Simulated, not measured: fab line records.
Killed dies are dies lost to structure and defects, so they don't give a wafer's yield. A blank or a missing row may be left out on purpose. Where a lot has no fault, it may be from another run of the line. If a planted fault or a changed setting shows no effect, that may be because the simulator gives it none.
Split-lot study + flow n5_finfet + 21 wafers read across 7 lots, on a route 1938 steps long

SPLIT DETAILS
At N5_SDB_HM_DEP_00 (deposits SiNx from SiH4/NH3/N2, target thk 40 nm, time 35.3 s), the setting time_s was moved away from the recipe's 35.3 s on 9 of the 21 wafers read, by -10.9% to +13.1%. This setting was run at the recipe's value on the other wafers.

FROM THE SPLIT TO THE READING: what the file shows between them, 9 steps
- N5_SDB_COAT_03: time 60 s, resist thk 100 nm
- N5_SDB_COAT_04: time 60 s, resist thk 18 nm
- N5_SDB_STRIP_19: strips in N2/H2
- N5_SDB_STRIP_21: strips in CF4
- N5_SDB_HM_OPEN_20: chemistry CH3F/O2, target SiNx, stops on poly-Si, target depth 24 nm
- N5_SDB_STRIP_22: strips in N2/H2
- N5_SDB_PRECLEAN_23: cleans in dHF, time 30 s
- N5_SDB_DUMMY_REMOVE_24: chemistry TMAH, target poly-Si, stops on SiO2, target depth 142 nm, time 57 s, rinse time 30 s
- N5_SDB_ETCH_25: etches SiO2 in C4F6/O2, target depth 10 nm, time 3.3 s

THE READING
SiNx_of_SDB_HM_DEP_00.thk_nm (the simulator's own value, which no gauge read), in nm, at N5_SDB_CUT_ETCH_26 (etches Si in HBr/Cl2/O2, target depth 129.6 nm, bt time 20 s, time 51.8 s). There is no usual value for it anywhere in the file. Average 22.4 nm, standard deviation 0.8 nm, over the 12 wafers here run with the recipe.

| wafer  | tool, chamber at the split | time_s as run, s | against the recipe | SiNx_of_SDB_HM_DEP_00.thk_nm, nm | against lot-mates on the recipe |
|--------|----------------------------|------------------|--------------------|----------------------------------|---------------------------------|
| L080.1 | pecvd-04, 0                | 35.3             | recipe             | 20.6                             | -                               |
| L080.4 | pecvd-04, 2                | 39.94            | +13.1%             | 26.6                             | +6.0                            |
| L080.5 | pecvd-04, 1                | 39.94            | +13.1%             | 27.8                             | +7.2                            |
| L083.3 | pecvd-03, 2                | 31.63            | -10.4%             | 18.4                             | -5.0                            |
| L083.6 | pecvd-03, 1                | 31.63            | -10.4%             | 18.4                             | -5.0                            |
| L083.4 | pecvd-03, 2                | 35.3             | recipe             | 23.4                             | -                               |
| L087.2 | pecvd-04, 2                | 35.3             | recipe             | 22.6                             | -                               |
| L087.3 | pecvd-04, 0                | 35.3             | recipe             | 21.6                             | -                               |
| L087.5 | pecvd-04, 2                | 35.3             | recipe             | 23.2                             | -                               |
| L091.2 | pecvd-02, 1                | 35.3             | recipe             | 22.4                             | -                               |
| L091.5 | pecvd-02, 1                | 35.3             | recipe             | 22.2                             | -                               |
| L091.6 | pecvd-02, 0                | 35.3             | recipe             | 23                               | -                               |
| L095.3 | pecvd-04, 0                | 35.3             | recipe             | 21.8                             | -                               |
| L095.4 | pecvd-04, 0                | 32.67            | -7.5%              | 19.8                             | -2.6                            |
| L095.5 | pecvd-04, 1                | 35.3             | recipe             | 23                               | -                               |
| L096.1 | pecvd-03, 1                | 31.44            | -10.9%             | 18.4                             | -3.2                            |
| L096.3 | pecvd-03, 0                | 35.3             | recipe             | 21.6                             | -                               |
| L096.6 | pecvd-03, 1                | 31.44            | -10.9%             | 18.6                             | -3.0                            |
| L097.4 | pecvd-03, 2                | 35.3             | recipe             | 23                               | -                               |
| L097.5 | pecvd-03, 0                | 33.5             | -5.1%              | 20.2                             | -2.8                            |
| L097.6 | pecvd-03, 1                | 33.5             | -5.1%              | 20.8                             | -2.2                            |

THE FIT
A straight line over all 21 wafers: SiNx_of_SDB_HM_DEP_00.thk_nm changes by +0.366 nm for each +1% of time_s; r = +0.96; the points scatter about the line by 0.68 nm.
The same after taking each lot's own level away (the mean of its wafers on the recipe; 21 wafers): +0.437 nm for each +1%; r = +0.97; scatter 0.74 nm.
That fit puts the effect of the largest move of time_s on the reading at 5.7 nm.
From 20.60 to 23.40 nm: that is the span of the lots' own levels, equal to 3.5 times the standard deviation above.
So the lot-to-lot level changes the slope: the two fits differ.
Check: for one of the wafers moved furthest among these (+13.1%), held out of the fit, the line's prediction against its lot-mates is +5.93 nm. It came out at +6 nm against them.

THESE WAFERS: OTHER SPLITS
These wafers also went through other splits before the reading. Each is held against what the fit with the lots' levels taken away leaves over:
| other split on the same wafers | wafers away from the commonest value | r with SiNx_of_SDB_HM_DEP_00.thk_nm (lot level and that fit taken away) |
|--------------------------------|--------------------------------------|-------------------------------------------------------------------------|
| N5_ILD0_PRECLEAN_10 time_s     | 8                                    | -0.32                                                                   |

THE WHOLE CHAIN: every reading that the file lists as answering this split, in the file's order
| step               | what it does                                                              | reading                                                                       | change (the file's fit)               | r (the file's) |
|--------------------|---------------------------------------------------------------------------|-------------------------------------------------------------------------------|---------------------------------------|----------------|
| N5_SDB_HM_DEP_00   | deposits SiNx from SiH4/NH3/N2, target thk 40 nm, time 35.3 s             | SiNx_of_SDB_HM_DEP_00.thk_nm (the simulator's own value, which no gauge read) | +0.432 nm for each +1% of the setting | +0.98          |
| N5_SDB_HM_OPEN_20  | chemistry CH3F/O2, target SiNx, stops on poly-Si, target depth 24 nm      | etch.depth_nm (the simulator's own value, which no gauge read)                | +0.432 nm for each +1% of the setting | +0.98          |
| N5_SDB_PRECLEAN_23 | cleans in dHF, time 30 s                                                  | SiNx_of_SDB_HM_DEP_00.thk_nm (the simulator's own value, which no gauge read) | +0.436 nm for each +1% of the setting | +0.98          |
| N5_SDB_CUT_ETCH_26 | etches Si in HBr/Cl2/O2, target depth 129.6 nm, bt time 20 s, time 51.8 s | SiNx_of_SDB_HM_DEP_00.thk_nm (the simulator's own value, which no gauge read) | +0.425 nm for each +1% of the setting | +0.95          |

THE FILE'S OWN FIT
SiNx_of_SDB_HM_DEP_00.thk_nm changes by +0.425 nm for each +1% of time_s, r = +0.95.
